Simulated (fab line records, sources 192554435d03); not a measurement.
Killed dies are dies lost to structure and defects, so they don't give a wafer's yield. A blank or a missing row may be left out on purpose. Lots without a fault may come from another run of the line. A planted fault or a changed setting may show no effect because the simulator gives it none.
Split-lot experiment | flow n5_finfet | 7 lots, 21 wafers read, on a route of 1938 steps

THE SPLIT
At N5_BEOL_M3_ETCH_64 (etches SOC in N2/H2, target depth 75 nm, overetch 15 nm, time 112.5 s), the setting time_s was moved away from the recipe's 112.5 s on 6 of the 21 wafers read, by -18.7% to +22.3%. The other wafers ran this setting at the recipe's value.

The reading is taken at the split's own step.

THE READING
SiARC_of_BEOL_M3_COAT_62.thk_nm (the simulator's own value, which no gauge read), in nm, at N5_BEOL_M3_ETCH_64 (etches SOC in N2/H2, target depth 75 nm, overetch 15 nm, time 112.5 s). The file gives no usual value for it. The 15 wafers here that ran the recipe average 6.8 nm, standard deviation 0.14 nm.

wafer  | tool, chamber at the split | time_s as run, s | against the recipe | SiARC_of_BEOL_M3_COAT_62.thk_nm, nm | against lot-mates on the recipe
L074.1 | rie_diel-02, 3             | 112.5            | recipe             | 6.8                                 | -
L074.2 | rie_diel-02, 0             | 122.9            | +9.2%              | 6.2                                 | -0.7
L074.3 | rie_diel-02, 2             | 112.5            | recipe             | 7                                   | -
L079.2 | rie_diel-02, 3             | 112.5            | recipe             | 6.8                                 | -
L079.4 | rie_diel-02, 2             | 112.5            | recipe             | 7                                   | -
L079.6 | rie_diel-02, 2             | 112.5            | recipe             | 7                                   | -
L083.2 | rie_diel-02, 0             | 112.5            | recipe             | 6.8                                 | -
L083.4 | rie_diel-02, 0             | 112.5            | recipe             | 6.8                                 | -
L083.3 | rie_diel-02, 3             | 125.5            | +11.6%             | 6.4                                 | -0.4
L087.4 | rie_diel-06, 0,0,3         | 112.5            | recipe             | 6.6                                 | -
L087.5 | rie_diel-06, 0,0,3         | 112.5            | recipe             | 6.6                                 | -
L087.6 | rie_diel-06, 0,0,3         | 112.5            | recipe             | 6.6                                 | -
L092.1 | rie_diel-03, 0             | 137.6            | +22.3%             | 5.6                                 | -1.2
L092.3 | rie_diel-03, 2             | 112.5            | recipe             | 6.8                                 | -
L092.4 | rie_diel-03, 3             | 137.6            | +22.3%             | 5.8                                 | -1.0
L094.3 | rie_diel-02, 2             | 112.5            | recipe             | 6.8                                 | -
L094.6 | rie_diel-02, 2             | 112.5            | recipe             | 6.8                                 | -
L094.5 | rie_diel-02, 3             | 91.45            | -18.7%             | 7.8                                 | +1.0
L095.1 | rie_diel-02, 2             | 95.03            | -15.5%             | 7.6                                 | +0.9
L095.3 | rie_diel-02, 0             | 112.5            | recipe             | 6.6                                 | -
L095.4 | rie_diel-02, 1             | 112.5            | recipe             | 6.8                                 | -
Where a row lists several chambers, the file gives one row for several wafers and doesn't say which wafer went through which chamber.

THE FIT
A straight line over all 21 wafers: SiARC_of_BEOL_M3_COAT_62.thk_nm changes by -0.05 nm for each +1% of time_s; r = -0.96; the points scatter about the line by 0.14 nm.
The same after taking each lot's own level away (the mean of its wafers on the recipe; 21 wafers): -0.0516 nm for each +1%; r = -0.98; scatter 0.1 nm.
On that fit, the largest move of time_s shifts the reading by 1.2 nm.
The lots' own levels span 6.60 to 6.93 nm, that is 2.5 times the standard deviation above.
So the lot-to-lot level changes the slope little: the two slopes agree.
Check: with one of the wafers moved furthest among these (+22.3%) left out of the fit, the line predicts -1.12 nm for it against its lot-mates. It came out at -1.2 nm against them.

OTHER SPLITS ON THESE WAFERS
These wafers also went through other splits before the reading. Each is held against what the fit with the lots' levels taken away leaves over:
other split on the same wafers   | wafers away from the commonest value | r with SiARC_of_BEOL_M3_COAT_62.thk_nm (lot level and that fit taken away)
N5_BEOL_M0_SAQP_COAT_34 spin_rpm | 7                                    | -0.08
N5_BEOL_M0_CUTY_COAT_51 spin_rpm | 10                                   | +0.26
N5_BEOL_M0_CUTY_DESCUM_61 time_s | 3                                    | +0.01
N5_BEOL_M1_ETCH_64 time_s        | 10                                   | +0.34
N5_BEOL_M2_ETCH_74 source_w      | 7                                    | +0.00
N5_BEOL_M2_ETCH_70 bias_w        | 7                                    | +0.07
N5_BEOL_M2_TRENCH_ETCH_37 time_s | 9                                    | +0.02

THE FILE'S OWN FIT
SiARC_of_BEOL_M3_COAT_62.thk_nm changes by -0.0522 nm for each +1% of time_s, r = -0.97.
